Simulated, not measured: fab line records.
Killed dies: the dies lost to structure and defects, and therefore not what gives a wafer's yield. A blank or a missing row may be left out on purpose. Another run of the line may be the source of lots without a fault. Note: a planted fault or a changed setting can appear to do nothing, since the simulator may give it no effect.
fab line records | flow n5_finfet
record: lots: 10 wafers: 30 last_day: 17
route steps=1938 shown BEOL_M0_SAQP@633 BEOL_M4@1111 PASSIVATION@1936
lots untouched by any fault: they come from a run of this same line in which no faults occurred
start_h: hours from the record's first day to the start of the lot's first wafer shown | wait_h: how many hours have passed since the lot's step before this one | " same as the row above | L1.1+2: a single row standing in for several wafers | - no value, or no start was given | * or withheld: withheld | < > ~ a bound
route shown NAME@n: a module of which the file shows steps, and the number in the route of the first | usual: mean/standard deviation taken from wafers without a fault | same: alike in all rows | chamber/n: place in a boat | sites: the reading at each site | _std_site: standard deviation of those values | _edge_site: inner sites' mean taken away from outer sites' mean | radius_mm: for every site, how far away it sits from the centre of the wafer | mask NAME#n: copy n | behind: the last tool/chamber to shape the wafer | hold: cause of the lot's hold/its duration in hours/its outcome | device: the n, p or np transistor that did not switch | end of line: at the end of the route, the tests of the same wafers | a step with no rows: only its recipe | killed: dies lost to structure and defects at the first sort, not the wafer's yield | map: per-die view of a wafer (x killed, . not killed, _ where there is no die)
set.NAME: setting as actually run; set.NAME@STEP: the setting as run at that earlier step | model.NAME: the simulator's own value behind a step, which no gauge read
steps of the route over a sample of lots; a table a step, a row a wafer
services: a tool's chamber out of use, with start hour (start_h, from the record's first day; less than 0 if before it), hours out, and reason
== steps ==
step: N5_BEOL_M0_SAQP_ILD_DEP_01
recipe: material: SiOC target_thk_a: 454.19 temp_c: 350 precursor: DEMS/O2 pressure_torr: 5 rf_w: 500 time_s: 8.7
usual: heater_power_w: 501/60 showerhead_plenum_p_Torr: 5.695/0.019 throttle_valve_pct: 12.1/1.1
columns lot.wafer tool chamber start_h wait_h heater_power_w showerhead_plenum_p_Torr throttle_valve_pct
L197.3 pecvd-02 1 113.01 0.0 475 5.687 12.3
L197.4 " 2 " " 416 5.729 11.6
L197.5 " 0 " " 491 5.695 11.7
L198.1 pecvd-02 0 119.30 0.0 490 5.692 11.9
L198.2 " 2 " " 444 5.705 11.7
L198.6 " 2 " " 441 5.716 11.6
L199.1 pecvd-02 2 123.93 0.0 493 5.719 11.9
L199.2 " 0 " " 494 5.679 11.7
L199.6 " 2 " " 492 5.725 12.0
L202.2 pecvd-04 1 142.80 0.0 505 5.727 14.8
L202.3 " 2 " " 663 5.676 10.5
L202.4 " 1 " " 503 5.696 14.8
L206.1 pecvd-04 0 167.14 0.0 531 5.726 12.7
L206.3 " 0 " " 534 5.741 13.0
L206.5 " 0 " " 530 5.731 12.9
L209.1 pecvd-03 2 187.79 0.0 511 5.662 11.8
L209.2 " 0 " " 481 5.698 11.2
L209.3 " 1 " " 562 5.681 11.8
L213.2 pecvd-03 2 207.78 0.0 470 5.671 11.8
L213.4 " 1 " " 559 5.680 11.9
L213.5 " 2 " " 479 5.668 11.9
L216.1 pecvd-02 0 226.98 0.0 549 5.693 11.8
L216.3 " 1 " " 401 5.692 12.3
L216.4 " 0 " " 540 5.690 11.7
L218.3 pecvd-02 0 238.40 0.0 493 5.680 11.9
L218.5 " 1 " " 511 5.719 12.4
L218.6 " 2 " " 479 5.705 10.8
L219.1 pecvd-03 1 242.88 0.0 481 5.688 11.9
L219.4 " 0 " " 423 5.687 11.4
L219.5 " 2 " " 505 5.668 11.8
step: N5_BEOL_M0_SAQP_PECVD_04
recipe: material: a-Si target_thk_a: 600 temp_c: 350 precursor: SiH4/He pressure_torr: 3 rf_w: 100 time_s: 60.2
usual: heater_power_w: 644/59 showerhead_plenum_p_Torr: 5.68/0.062 throttle_valve_pct: 18.5/1.7
columns lot.wafer tool chamber start_h wait_h heater_power_w showerhead_plenum_p_Torr throttle_valve_pct
L197.3 pecvd-02 1 113.70 0.0 547 5.66 19.3
L197.4 " 2 " " 595 5.76 17.7
L197.5 " 0 " " 573 5.62 17.6
L198.1 pecvd-02 0 122.07 0.0 695 5.63 17.6
L198.2 " 2 " " 660 5.78 17.8
L198.6 " 2 " " 531 5.76 17.8
L199.1 pecvd-04 1 124.74 0.0 592 5.70 22.8
L199.2 " 0 " " 687 5.76 19.2
L199.6 " 2 " " 743 5.68 16.2
L202.2 pecvd-02 2 144.13 0.0 600 5.76 17.8
L202.3 " 2 " " 605 5.77 17.7
L202.4 " 1 " " 598 5.70 19.1
L206.1 pecvd-04 0 168.87 0.0 720 5.76 19.4
L206.3 " 2 " " 773 5.66 16.5
L206.5 " 2 " " 768 5.66 16.3
L209.1 pecvd-02 0 189.57 0.0 674 5.62 17.6
L209.2 " 2 " " 654 5.77 17.5
L209.3 " 2 " " 651 5.76 17.7
L213.2 pecvd-04 2 209.02 0.0 758 5.67 16.1
L213.4 " 2 " " 784 5.66 16.4
L213.5 " 0 " " 658 5.77 19.8
L216.1 pecvd-04 0 228.25 0.0 719 5.78 19.4
L216.3 " 2 " " 771 5.67 16.1
L216.4 " 1 " " 603 5.70 22.6
L218.3 pecvd-04 0 240.26 0.0 617 5.77 19.8
L218.5 " 1 " " 607 5.70 22.8
L218.6 " 2 " " 724 5.66 16.1
L219.1 pecvd-03 1 243.88 0.0 727 5.63 18.7
L219.4 " 1 " " 737 5.64 18.1
L219.5 " 2 " " 605 5.57 18.0
step: N5_BEOL_M0_SAQP_THK_MEAS_05
usual: thk_nm: 60.0/0.92
columns lot.wafer tool chamber start_h wait_h thk_nm
L197.3 film_metro-02 - 113.80 0.1 60.1
L197.4 " - " " 59.8
L197.5 " - " " 61.1
L198.1 film_metro-01 - 122.19 0.1 58.8
L198.2 " - " " 59.3
L198.6 " - " " 60.4
L199.1 film_metro-02 - 124.84 0.1 58.3
L199.2 " - " " 60.2
L199.6 " - " " 59.1
L202.2 film_metro-02 - 144.26 0.1 60.6
L202.3 " - " " 62.1
L202.4 " - " " 62.0
L206.1 film_metro-01 - 169.00 0.1 59.2
L206.3 " - " " 59.9
L206.5 " - " " 59.1
L209.1 film_metro-02 - 189.70 0.1 60.0
L209.2 " - " " 60.0
L209.3 " - " " 59.8
L213.2 film_metro-01 - 209.12 0.1 59.9
L213.4 " - " " 59.7
L213.5 " - " " 61.5
L216.1 film_metro-01 - 228.34 0.1 59.9
L216.3 " - " " 58.8
L216.4 " - " " 59.1
L218.3 film_metro-02 - 240.36 0.1 59.4
L218.5 " - " " 59.1
L218.6 " - " " 60.2
L219.1 film_metro-02 - 243.97 0.1 59.9
L219.4 " - " " 61.2
L219.5 " - " " 60.5
step: N5_BEOL_M0_SAQP_PEB_12
recipe: peb_temp_c: withheld peb_time_s: 60 resist: CAR-ArF
usual: exhaust_pa: 45.0/0.86
columns lot.wafer tool chamber start_h wait_h exhaust_pa
L197.3 litho_track-04 0 114.09 0.0 43.8
L197.4 " 0 " " 45.0
L197.5 " 0 " " 44.7
L198.1 litho_track-04 0 122.61 0.1 44.1
L198.2 " 0 " " 45.0
L198.6 " 0 " " 45.9
L199.1 litho_track-04 0 125.13 0.1 45.9
L199.2 " 0 " " 44.5
L199.6 " 0 " " 46.8
L202.2 litho_track-02 0 144.55 0.0 44.4
L202.3 " 0 " " 45.3
L202.4 " 0 " " 46.1
L206.1 litho_track-04 0 169.42 0.1 45.4
L206.3 " 0 " " 44.7
L206.5 " 0 " " 42.5
L209.1 litho_track-04 0 190.12 0.1 46.0
L209.2 " 0 " " 46.4
L209.3 " 0 " " 46.0
L213.2 litho_track-02 0 209.41 0.0 43.8
L213.4 " 0 " " 43.2
L213.5 " 0 " " 45.2
L216.1 litho_track-02 0 228.66 0.1 43.4
L216.3 " 0 " " 45.0
L216.4 " 0 " " 46.0
L218.3 litho_track-02 0 240.79 0.0 44.9
L218.5 " 0 " " 44.0
L218.6 " 0 " " 45.0
L219.1 litho_track-01 0 244.39 0.1 44.4
L219.4 " 0 " " 45.4
L219.5 " 0 " " 45.1
step: N5_BEOL_M0_SAQP_CD_MEAS_14
recipe: target_cd_nm: 42.5 landing_energy_ev: 500 detector: se_inlens
usual: cd_nm: 42.4/0.37
columns lot.wafer tool chamber start_h wait_h cd_nm
L197.3 cd_sem-02 0 114.16 - 42.3
L197.4 " 0 " " 42.3
L197.5 " 0 " " 41.9
L198.1 cd_sem-03 0 122.68 - 43.0
L198.2 " 0 " " 42.7
L198.6 " 0 " " 42.7
L199.1 cd_sem-01 0 125.19 - 42.3
L199.2 " 0 " " 42.5
L199.6 " 0 " " 42.5
L202.2 cd_sem-03 0 144.61 - 43.1
L202.3 " 0 " " 43.0
L202.4 " 0 " " 43.4
L206.1 cd_sem-01 0 169.48 - 42.5
L206.3 " 0 " " 42.3
L206.5 " 0 " " 42.1
L209.1 cd_sem-02 0 190.18 - 52.4
L209.2 " 0 " " 52.8
L209.3 " 0 " " 42.2
L213.2 cd_sem-02 0 209.48 - 42.4
L213.4 " 0 " " 41.9
L213.5 " 0 " " 42.7
L216.1 cd_sem-03 0 228.72 - 43.2
L216.3 " 0 " " 42.1
L216.4 " 0 " " 41.9
L218.3 cd_sem-03 0 240.86 - 42.7
L218.5 " 0 " " 42.5
L218.6 " 0 " " 42.5
L219.1 cd_sem-02 0 244.46 - 41.8
L219.4 " 0 " " 42.0
L219.5 " 0 " " 41.8
step: N5_BEOL_M4_RC_MEAS_101
usual: DIBL_N: 36.5/1.9 DIBL_P: 36.4/2.4 IOFF_N: 0.16/0.037 IOFF_P: 0.22/0.045 ION_N: 674/13 ION_P: 463/8.2 SS_N: 71.7/0.67 SS_P: 73.3/0.74 VT_N: 250/3.8 VT_P: -249/3.7
columns lot.wafer tool chamber start_h wait_h DIBL_N[mV/V] DIBL_P[mV/V] IOFF_N[nA/um] IOFF_P[nA/um] ION_N[uA/um] ION_P[uA/um] SS_N[mV/dec] SS_P[mV/dec] VT_N[mV] VT_P[mV]
L197.3 prober-01 0 162.53 0.3 38.0 38.6 0.19 0.29 680 475 72.0 73.4 249 -245
L197.4 " 0 " " 36.1 35.4 0.15 0.22 681 471 72.3 72.8 254 -250
L197.5 " 0 " " 38.0 37.1 0.19 0.26 684 471 72.6 74.0 245 -244
L198.1 prober-01 0 172.26 0.0 38.9 40.1 0.18 0.24 665 457 72.3 73.4 251 -250
L198.2 " 0 " " 36.1 35.9 0.13 0.18 677 463 71.7 72.8 255 -254
L198.6 " 0 " " 37.6 37.2 0.15 0.19 659 450 72.2 73.3 253 -257
L199.1 prober-02 0 175.59 0.0 35.0 34.5 0.15 0.22 677 466 71.3 73.6 253 -246
L199.2 " 0 " " 34.2 32.3 0.12 0.19 669 467 70.5 73.2 252 -250
L199.6 " 0 " " 34.2 33.6 0.13 0.21 676 472 71.5 73.4 253 -251
L202.2 prober-02 0 191.32 0.2 38.2 38.5 0.17 0.24 664 457 71.6 73.4 251 -250
L202.3 " 0 " " 34.8 33.7 0.12 0.17 644 450 70.8 71.8 254 -252
L202.4 " 0 " " 37.0 35.8 0.15 0.19 656 455 71.7 72.7 252 -252
L206.1 prober-01 0 222.14 0.0 37.4 37.3 0.19 0.25 680 463 72.8 72.6 244 -246
L206.3 " 0 " " 36.1 36.7 0.18 0.25 692 476 71.9 73.5 245 -245
L206.5 " 0 " " 36.8 38.1 0.20 0.27 699 479 72.3 73.3 244 -246
L209.3 prober-02 0 241.26 0.3 36.7 36.9 0.16 0.25 666 462 71.5 73.6 251 -244
L213.2 prober-02 0 258.11 0.2 34.2 33.3 0.12 0.17 654 463 71.5 71.9 256 -252
L213.4 " 0 " " 36.0 35.8 0.14 0.21 653 452 71.7 72.5 251 -251
L213.5 " 0 " " 34.2 33.6 0.13 0.18 656 459 71.1 72.4 252 -252
L216.1 prober-02 0 284.96 0.0 36.4 37.3 0.17 0.26 677 469 71.8 73.0 247 -245
L216.3 " 0 " " 36.0 36.4 0.17 0.23 677 465 72.1 73.4 248 -248
L216.4 " 0 " " 37.7 38.1 0.20 0.27 676 464 72.2 74.2 246 -246
L218.3 prober-01 0 298.50 0.3 37.3 37.4 0.18 0.21 683 462 72.5 73.4 248 -251
L218.5 " 0 " " 36.1 36.5 0.16 0.20 677 461 71.8 72.6 249 -253
L218.6 " 0 " " 36.4 36.4 0.15 0.19 665 453 72.2 73.0 254 -253
L219.1 prober-02 0 301.98 0.0 35.2 34.4 0.12 0.17 658 450 70.9 72.6 254 -253
L219.4 " 0 " " 37.6 35.5 0.16 0.18 667 453 71.8 72.7 250 -253
L219.5 " 0 " " 34.8 33.1 0.11 0.15 645 440 71.3 73.1 257 -256
step: N5_PASSIVATION_PROBE_49
usual: defect_limited_yield: 91.6/1.4 killed_at_M0_to_M3: 34/8.9 killed_at_M4_up: 13/5 killed_at_contacts: 12/7 killed_at_front_end: 38/11 killed_at_other: 3.2/2.9 killed_dies: 99/16 killed_on_rim: 13/4 killed_open: 65/13 killed_short: 32/7.6 sort_bin_5_function: 5.0/0.9 sort_bin_6_memory: 3.1/0.65 sort_bin_8_speed: 0.0/0.4 sort_n_pass: 1081/16 sort_yield_pct: 91.6/1.4
same: gross_dies: 1180 killed_at_back_side: 0 sort_bin_4_leakage[%]: 0
columns lot.wafer tool chamber start_h wait_h defect_limited_yield[%] killed_at_M0_to_M3 killed_at_M4_up killed_at_contacts killed_at_front_end killed_at_other killed_dies killed_on_rim killed_open killed_short sort_bin_5_function[%] sort_bin_6_memory[%] sort_bin_8_speed[%] sort_n_pass sort_yield_pct[%]
L197.3 prober-02 - 252.50 0.1 91.0 23 18 7 58 0 106 15 59 45 5.1 3.4 0 1074 91.0
L197.4 prober-02 - 252.55 0.2 93.1 19 12 8 41 2 82 10 55 24 4.2 2.5 0 1098 93.1
L197.5 prober-02 - 252.60 0.2 90.5 34 6 11 60 1 112 18 77 35 5.3 3.6 0 1068 90.5
L198.1 prober-01 - 263.46 0.0 91.4 28 25 18 29 1 101 9 74 26 4.9 3.4 0 1079 91.4
L198.2 prober-01 - 263.51 0.1 91.3 30 17 12 40 4 103 19 69 34 5.8 2.6 0 1077 91.3
L198.6 prober-01 - 263.71 0.3 92.0 27 11 13 43 0 94 11 67 26 5.0 2.8 0.1 1086 92.0
L199.1 prober-02 - 273.90 0.0 91.0 47 13 15 30 1 106 13 63 43 5.3 3.3 0 1074 91.0
L199.2 prober-02 - 273.95 0.1 92.1 36 10 18 29 0 93 16 59 34 4.9 2.8 0 1087 92.1
L199.6 prober-02 - 274.15 0.3 93.7 24 7 5 38 0 74 15 50 23 3.3 2.6 0 1106 93.7
L202.2 prober-01 - 285.72 0.7 89.3 49 28 6 30 13 126 14 92 34 6.5 4.1 0 1054 89.3
L202.3 prober-01 - 285.77 0.8 91.4 38 13 7 38 5 101 18 62 38 5.4 2.7 0 1079 91.4
L202.4 prober-01 - 285.82 0.8 91.7 42 17 6 28 5 98 14 60 37 5.3 2.7 0 1082 91.7
L206.1 prober-01 - 329.51 0.0 90.5 18 16 12 65 1 112 18 89 22 6.3 2.8 0 1068 90.5
L206.3 prober-01 - 329.61 0.1 92.8 28 16 10 27 4 85 15 56 29 4.3 2.6 0 1095 92.8
L206.5 prober-01 - 329.71 0.2 91.0 31 15 8 52 0 106 12 73 32 5.3 3.5 0 1074 91.0
L209.1 prober-02 - 350.29 0.0 1.9 1096 13 10 30 8 1157 152 57 37 4.7 3.1 0 23 1.9
L209.2 prober-02 - 350.34 0.1 2.7 1109 9 12 18 0 1148 152 53 19 3.7 2.5 0 32 2.7
L209.3 prober-02 - 350.39 0.1 94.6 18 10 9 27 0 64 6 43 20 3.1 2.0 0 1116 94.6
L213.2 prober-01 - 364.44 0.1 93.1 30 8 13 30 0 81 10 54 27 3.8 2.7 0 1099 93.1
L213.4 prober-01 - 364.54 0.2 95.0 19 9 5 26 0 59 7 40 19 3.0 1.9 0 1121 95.0
L213.5 prober-01 - 364.59 0.2 92.5 43 11 6 29 0 89 14 61 23 4.1 2.8 0 1091 92.5
L216.1 prober-01 - 387.61 0.0 89.2 29 24 16 55 4 128 21 89 39 7.4 3.2 0 1052 89.2
L216.3 prober-01 - 387.71 0.1 89.5 40 19 30 28 7 124 16 80 44 5.8 4.5 0 1056 89.5
L216.4 prober-01 - 387.76 0.2 89.1 35 18 13 57 6 129 15 81 47 6.7 4.0 0 1051 89.1
L218.3 prober-02 - 397.88 0.1 92.5 35 15 8 29 1 88 13 57 29 4.3 2.7 0 1092 92.5
L218.5 prober-02 - 397.98 0.2 92.2 25 3 11 53 0 92 9 51 41 4.5 2.8 0 1088 92.2
L218.6 prober-02 - 398.03 0.3 93.6 30 11 5 27 2 75 7 43 29 4.2 1.9 0 1105 93.6
L219.1 prober-02 - 400.95 0.0 93.3 36 8 11 24 0 79 13 47 30 3.8 2.5 0 1101 93.3
L219.4 prober-02 - 401.10 0.2 93.0 35 11 5 31 1 83 10 58 23 4.6 2.5 0 1097 93.0
L219.5 prober-02 - 401.15 0.2 92.3 34 8 12 36 1 91 16 60 29 5.0 2.5 0.1 1088 92.2
killed by level:class
L197.3 FIN_SAQP:geometric_particle:open=12 FIN_SAQP:geometric_particle:short=12 STI_FIN_REVEAL:geometric_particle:open=8 BEOL_M1:geometric_particle:open=8 STI_FIN_REVEAL:geometric_particle:short=6 BEOL_M0_SAQP:geometric_particle:short=5 GATE_CUT:geometric_particle:short=4 MOL_CONTACT_COAG:geometric_particle:short=4
L197.4 STI_FIN_REVEAL:geometric_particle:open=13 DUMMY_GATE:geometric_particle:open=6 MOL_CONTACT_COAG:geometric_particle:open=6 DUMMY_GATE:geometric_particle:short=4 GATE_CUT:geometric_particle:short=4 BEOL_M1:geometric_particle:open=4 BEOL_M2:geometric_particle:open=4 BEOL_M4:geometric_particle:open=4
L197.5 STI_FIN_REVEAL:geometric_particle:open=18 MOL_CONTACT_COAG:geometric_particle:open=9 BEOL_M3:geometric_particle:open=8 DUMMY_GATE:geometric_particle:open=7 BEOL_M1:geometric_particle:open=7 FIN_SAQP:geometric_particle:open=6 FIN_SAQP:geometric_particle:short=6 GATE_CUT:geometric_particle:short=5
L198.1 MOL_CONTACT_COAG:geometric_particle:open=13 BEOL_M4:geometric_particle:open=12 BEOL_M0_SAQP:geometric_particle:open=11 FIN_SAQP:geometric_particle:open=8 BEOL_M0_SAQP:geometric_particle:short=8 BEOL_M5:geometric_particle:open=7 DUMMY_GATE:geometric_particle:open=5 MOL_CONTACT_COAG:geometric_particle:short=5
L198.2 STI_FIN_REVEAL:geometric_particle:open=10 FIN_SAQP:geometric_particle:open=9 MOL_CONTACT_COAG:geometric_particle:open=9 BEOL_M0_SAQP:geometric_particle:short=7 BEOL_M0_SAQP:geometric_particle:open=7 BEOL_M1:geometric_particle:open=6 BEOL_M2:geometric_particle:open=5 BEOL_M4:geometric_particle:open=5
L198.6 STI_FIN_REVEAL:geometric_particle:open=12 MOL_CONTACT_COAG:geometric_particle:open=11 DUMMY_GATE:geometric_particle:open=6 BEOL_M1:geometric_particle:open=6 BEOL_M4:geometric_particle:open=6 BEOL_M0_SAQP:geometric_particle:open=5 STI_FIN_REVEAL:geometric_particle:short=4 BEOL_M1:geometric_particle:short=4
L199.1 BEOL_M0_SAQP:geometric_particle:open=12 BEOL_M0_SAQP:geometric_particle:short=12 MOL_CONTACT_COAG:geometric_particle:open=11 BEOL_M2:geometric_particle:open=9 FIN_SAQP:geometric_particle:short=6 GATE_CUT:geometric_particle:short=5 BEOL_M4:geometric_particle:open=5 ILD0:geometric_particle:short=4
L199.2 MOL_CONTACT_COAG:geometric_particle:open=13 BEOL_M0_SAQP:geometric_particle:open=12 BEOL_M0_SAQP:geometric_particle:short=10 FIN_SAQP:geometric_particle:short=7 BEOL_M2:geometric_particle:open=7 FIN_SAQP:geometric_particle:open=5 MOL_CONTACT_COAG:geometric_particle:short=5 DUMMY_GATE:geometric_particle:open=3
L199.6 DUMMY_GATE:geometric_particle:open=9 BEOL_M0_SAQP:geometric_particle:short=8 BEOL_M0_SAQP:geometric_particle:open=6 BEOL_M2:geometric_particle:open=5 GATE_CUT:geometric_particle:short=4 MOL_CONTACT_COAG:geometric_particle:open=4 FIN_SAQP:geometric_particle:open=3 STI_FIN_REVEAL:geometric_particle:open=3
L202.2 BEOL_M2:geometric_particle:open=22 BEOL_M4:geometric_particle:open=12 BEOL_M0_SAQP:geometric_particle:open=8 FIN_SAQP:geometric_particle:open=7 BEOL_M0_SAQP:geometric_particle:short=7 BEOL_M3:geometric_particle:open=7 MIM_TOP:geometric_particle:open=6 STARTING-WAFER:geometric_particle:short=6
L202.3 FIN_SAQP:geometric_particle:short=13 BEOL_M2:geometric_particle:open=13 BEOL_M0_SAQP:geometric_particle:short=10 FIN_SAQP:geometric_particle:open=7 MOL_CONTACT_COAG:geometric_particle:open=7 BEOL_M4:geometric_particle:open=6 BEOL_M3:geometric_particle:open=5 STI_FIN_REVEAL:geometric_particle:open=4
L202.4 BEOL_M2:geometric_particle:open=12 BEOL_M0_SAQP:geometric_particle:open=10 BEOL_M0_SAQP:geometric_particle:short=10 BEOL_M4:geometric_particle:open=7 BEOL_M2:geometric_particle:short=7 FIN_SAQP:geometric_particle:open=6 MOL_CONTACT_COAG:geometric_particle:open=6 STARTING-WAFER:geometric_particle:short=5
L206.1 STI_FIN_REVEAL:geometric_particle:open=25 MOL_CONTACT_COAG:geometric_particle:open=11 BEOL_M4:geometric_particle:open=10 FIN_SAQP:geometric_particle:open=8 BEOL_M1:geometric_particle:open=8 FIN_SAQP:geometric_particle:short=6 DUMMY_GATE:geometric_particle:open=5 STI_FIN_REVEAL:geometric_particle:short=4
L206.3 BEOL_M0_SAQP:geometric_particle:short=10 MOL_CONTACT_COAG:geometric_particle:open=8 BEOL_M0_SAQP:geometric_particle:open=8 STI_FIN_REVEAL:geometric_particle:open=7 BEOL_M4:geometric_particle:open=7 FIN_SAQP:geometric_particle:open=6 BEOL_M1:geometric_particle:open=5 DUMMY_GATE:geometric_particle:open=3
L206.5 BEOL_M0_SAQP:geometric_particle:open=15 FIN_SAQP:geometric_particle:open=12 FIN_SAQP:geometric_particle:short=10 BEOL_M4:geometric_particle:open=10 STI_FIN_REVEAL:geometric_particle:open=10 MOL_CONTACT_COAG:geometric_particle:open=5 BEOL_M0_SAQP:geometric_particle:short=4 BEOL_M3:geometric_particle:open=4
L209.1 BEOL_M0_SAQP:area_peb=1057 BEOL_M0_SAQP:geometric_particle:short=11 MOL_CONTACT_COAG:geometric_particle:open=9 BEOL_M0:geometric_particle:open=8 BEOL_M0_SAQP:geometric_particle:open=7 STI_FIN_REVEAL:geometric_particle:open=5 GATE_CUT:geometric_particle:short=5 HKMG_FIN:area_etch=5
L209.2 BEOL_M0_SAQP:area_peb=1073 MOL_CONTACT_COAG:geometric_particle:open=10 BEOL_M0_SAQP:geometric_particle:open=9 BEOL_M0_SAQP:geometric_particle:short=7 BEOL_M0:geometric_particle:open=6 BEOL_M3:geometric_particle:open=6 STI_FIN_REVEAL:geometric_particle:open=5 BEOL_M1:geometric_particle:open=4
L209.3 STI_FIN_REVEAL:geometric_particle:open=8 MOL_CONTACT_COAG:geometric_particle:open=7 BEOL_M0_SAQP:geometric_particle:open=6 BEOL_M0_SAQP:geometric_particle:short=4 FIN_SAQP:geometric_particle:open=3 GATE_CUT:geometric_particle:open=3 GATE_CUT:geometric_particle:short=3 BEOL_M5:geometric_particle:open=3
L213.2 MOL_CONTACT_COAG:geometric_particle:open=10 BEOL_M0_SAQP:geometric_particle:short=10 BEOL_M0_SAQP:geometric_particle:open=8 STI_FIN_REVEAL:geometric_particle:open=6 FIN_SAQP:geometric_particle:open=5 DUMMY_GATE:geometric_particle:open=4 BEOL_M4:geometric_particle:open=4 FIN_SAQP:geometric_particle:short=3
L213.4 STARTING-WAFER:geometric_particle:short=7 FIN_SAQP:geometric_particle:open=5 MOL_CONTACT_COAG:geometric_particle:open=4 BEOL_M0_SAQP:geometric_particle:short=4 BEOL_M2:geometric_particle:open=4 STARTING-WAFER:geometric_particle:open=4 GATE_CUT:geometric_particle:open=3 BEOL_M3:geometric_particle:open=3
L213.5 BEOL_M2:geometric_particle:open=11 BEOL_M3:geometric_particle:open=10 BEOL_M0:geometric_particle:open=6 MOL_CONTACT_COAG:geometric_particle:open=5 HKMG_FIN:area_etch=5 FIN_SAQP:geometric_particle:open=4 GATE_CUT:geometric_particle:open=4 BEOL_M0_SAQP:geometric_particle:short=4
L216.1 BEOL_M4:geometric_particle:open=19 STI_FIN_REVEAL:geometric_particle:open=15 FIN_SAQP:geometric_particle:short=12 MOL_CONTACT_COAG:geometric_particle:open=11 BEOL_M2:geometric_particle:open=8 FIN_SAQP:geometric_particle:open=7 BEOL_M0_SAQP:geometric_particle:open=7 MOL_CONTACT_COAG:geometric_particle:short=5
L216.3 MOL_CONTACT_COAG:geometric_particle:open=23 BEOL_M0_SAQP:geometric_particle:short=15 BEOL_M4:geometric_particle:open=13 BEOL_M0_SAQP:geometric_particle:open=9 MOL_CONTACT_COAG:geometric_particle:short=7 STARTING-WAFER:geometric_particle:short=7 STI_FIN_REVEAL:geometric_particle:open=6 BEOL_M1:geometric_particle:open=6
L216.4 STI_FIN_REVEAL:geometric_particle:open=25 FIN_SAQP:geometric_particle:short=11 BEOL_M4:geometric_particle:open=11 BEOL_M0_SAQP:geometric_particle:open=10 MOL_CONTACT_COAG:geometric_particle:open=9 BEOL_M0_SAQP:geometric_particle:short=9 BEOL_M2:geometric_particle:open=7 FIN_SAQP:geometric_particle:open=5
L218.3 BEOL_M0_SAQP:geometric_particle:short=10 BEOL_M0_SAQP:geometric_particle:open=10 FIN_SAQP:geometric_particle:open=8 FIN_SAQP:geometric_particle:short=6 STI_FIN_REVEAL:geometric_particle:open=6 BEOL_M5:geometric_particle:open=6 BEOL_M3:geometric_particle:open=5 MOL_CONTACT_COAG:geometric_particle:open=4
L218.5 STI_FIN_REVEAL:geometric_particle:open=11 FIN_SAQP:geometric_particle:open=9 FIN_SAQP:geometric_particle:short=8 MOL_CONTACT_COAG:geometric_particle:open=8 BEOL_M0_SAQP:geometric_particle:open=8 BEOL_M0_SAQP:geometric_particle:short=8 GATE_CUT:geometric_particle:short=7 BEOL_M1:geometric_particle:open=6
L218.6 BEOL_M0_SAQP:geometric_particle:short=8 BEOL_M3:geometric_particle:open=8 GATE_CUT:geometric_particle:short=5 BEOL_M2:geometric_particle:open=5 FIN_SAQP:geometric_particle:open=4 DUMMY_GATE:geometric_particle:open=4 MOL_CONTACT_COAG:geometric_particle:open=4 FIN_SAQP:geometric_particle:short=3
L219.1 MOL_CONTACT_COAG:geometric_particle:open=10 BEOL_M3:geometric_particle:open=10 FIN_SAQP:geometric_particle:open=7 BEOL_M3:geometric_particle:short=6 BEOL_M0_SAQP:geometric_particle:short=5 FIN_SAQP:geometric_particle:short=3 STI_FIN_REVEAL:geometric_particle:open=3 DUMMY_GATE:geometric_particle:open=3
L219.4 FIN_SAQP:geometric_particle:open=12 BEOL_M3:geometric_particle:open=10 BEOL_M4:geometric_particle:open=6 BEOL_M0_SAQP:geometric_particle:open=5 FIN_SAQP:geometric_particle:short=4 STARTING-WAFER:geometric_particle:open=4 BEOL_M0_SAQP:geometric_particle:short=4 BEOL_M2:geometric_particle:short=4
L219.5 BEOL_M3:geometric_particle:open=12 MOL_CONTACT_COAG:geometric_particle:open=10 DUMMY_GATE:geometric_particle:open=7 STI_FIN_REVEAL:geometric_particle:open=6 STARTING-WAFER:geometric_particle:open=6 BEOL_M3:geometric_particle:short=5 BEOL_M0_SAQP:geometric_particle:short=5 BEOL_M4:geometric_particle:open=5
== services ==
columns tool chamber start_h hours kind
pecvd-02 0 105.25 5.5 scheduled_down
pecvd-04 2 108.44 5.5 scheduled_down
litho_track-04 - 108.55 - consumable_replace:filter
pecvd-03 - 116.44 28.1 pm
pecvd-02 1 117.19 12.1 repair
litho_track-01 - 117.21 - consumable_replace:filter
litho_track-01 - 119.02 - consumable_replace:filter
pecvd-02 1 133.77 2.1 scheduled_down
pecvd-02 0 140.99 6.8 repair
pecvd-03 - 145.58 0.6 repair
pecvd-03 - 148.91 11.4 repair
pecvd-04 1 166.50 5.5 scheduled_down
pecvd-03 1 169.66 5.5 scheduled_down
pecvd-04 2 182.65 2.1 scheduled_down
pecvd-02 1 184.99 5.5 scheduled_down
pecvd-04 - 195.43 2.1 repair
pecvd-02 2 202.38 - clean
pecvd-02 2 202.38 - consumable_replace:showerhead
pecvd-02 2 202.38 29.0 scheduled_down
pecvd-02 2 202.38 29.0 vent_cycle
pecvd-02 0 229.53 2.1 scheduled_down
== key ==
first_sign: step: N5_BEOL_M0_SAQP_CD_MEAS_14 reading: cd_nm direction: up sigmas: 27 usual: 42.4 struck: 52.6
effect: step: N5_PASSIVATION_PROBE_49 reading: killed_at_M0_to_M3 direction: up sigmas: 99+ usual: 34 struck: 1102
more_kills_born_at: N5_BEOL_M0_SAQP_PEB_12@litho_track-04: 2130
met_at N5_BEOL_M0_SAQP_PEB_12
struck_lots L209
struck_wafers L209.1,L209.2
later_rows_left_out L209.1,L209.2
not_acting_at N5_BEOL_M0_SAQP_ILD_DEP_01,N5_BEOL_M0_SAQP_PECVD_04,N5_BEOL_M0_SAQP_THK_MEAS_05
onset_between 169.42 190.12
fault: kind: process_parameter_drift tool: litho_track-04 chamber: - onset_h: 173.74 steps: N5_BEOL_M0_SAQP_PEB_12 channel: peb_time_s offset: * shape: step end_h: 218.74 scope: struck_wafers_only acts_in: * stated: *
later_rows_left_out: the simulator's readings of these wafers behind a module that went badly wrong aren't trusted and aren't shown, but for the sort
